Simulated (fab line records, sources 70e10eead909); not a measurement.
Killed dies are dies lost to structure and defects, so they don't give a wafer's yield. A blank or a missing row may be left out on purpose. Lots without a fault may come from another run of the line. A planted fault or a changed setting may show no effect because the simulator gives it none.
A struck lot beside a sound one | flow nand_harc | 12 steps out of a route of 1302
Sound: wafers L899.1, L899.3, L899.5. Struck: wafers L892.2, L892.4, L892.5. The cause comes at the end.
At each step with rows: each side's tool, then ch and its chambers, then its first start. Under that, the readings that differ: sound wafers | struck wafers | difference of the means | sigmas: that difference in standard deviations of wafers without a fault.
alike: readings whose means differ by less than 2 such deviations, and words and numbers that are the same on both sides. not compared: withheld readings, readings that some wafer has no value for, bounds like >300 that may hide the same value, and numbers for which the record gives no deviation and whose values overlap.
The two part at a step that has a row with sigmas, a row that says differs or no value, or rows on one side only. Numbers that don't overlap but have no deviation are shown without sigmas and don't part them. A reading that every wafer of one side lacks parts them only if that side has two wafers or more.

NHARC_A_ZERO_WELL_INSPECT_17:
  sound on defect_inspect-02, day 14 17:07; struck on defect_inspect-01, day 11 09:43
  alike: raw_defect_count
then, 3 steps without rows for these wafers: NHARC_A_SOURCE_PLATE_PRECLEAN_00 (cleans in HF-LAST, time 60 s); NHARC_A_SOURCE_PLATE_SRD_01; NHARC_A_SOURCE_PLATE_OXIDE_02 (material SiO2, target thk 10 nm, ox time 1362 s).
NHARC_A_SOURCE_PLATE_THK_MEAS_09: measures by ellipsometry.
  sound on film_metro-01, day 15 00:08; struck on film_metro-02, day 11 17:00
  alike: thk_nm
then, 3 steps without rows for these wafers: NHARC_A_SOURCE_PLATE_PVD_04 (deposits WSi2, target thk 50 nm); NHARC_A_SOURCE_PLATE_CVD_03 (deposits poly-Si, target thk 200 nm, time 4000 s); NHARC_A_SOURCE_PLATE_ANNEAL_05 (time 1800 s).
NHARC_A_SOURCE_PLATE_THK_MEAS_06: measures by ellipsometry.
  sound on film_metro-02, day 15 13:02; struck on film_metro-02, day 12 06:02
  alike: thk_nm
NHARC_A_SOURCE_PLATE_INSPECT_08:
  sound on defect_inspect-02, day 15 13:08; struck on defect_inspect-01, day 12 06:05
  alike: raw_defect_count
NHARC_A_ONON_D1_DEP_00: target thk 1000 nm.
  sound on pecvd_onon-02 ch 0, day 15 13:11; struck on pecvd_onon-03, day 12 06:13
  no value came back on the struck wafers for n2_flow_sccm (sccm), n2o_flow_sccm (sccm); on the sound wafers n2_flow_sccm (sccm) reads 2754 2756 2754
-- the record jumps here: 17 days lie between the struck wafers' starts before and after (it left off in module A_ONON_D1 and takes up again in module END, whose first step shown is number 1302 of the route) --
NHARC_END_SORT_01:
  the record has rows for the struck wafers here (prober-02 ch 0, day 29 03:43) and none for the sound ones

WHERE THEY PART
First at NHARC_A_ONON_D1_DEP_00; last, within this record, at NHARC_END_SORT_01.

WHY: what the simulator had put in
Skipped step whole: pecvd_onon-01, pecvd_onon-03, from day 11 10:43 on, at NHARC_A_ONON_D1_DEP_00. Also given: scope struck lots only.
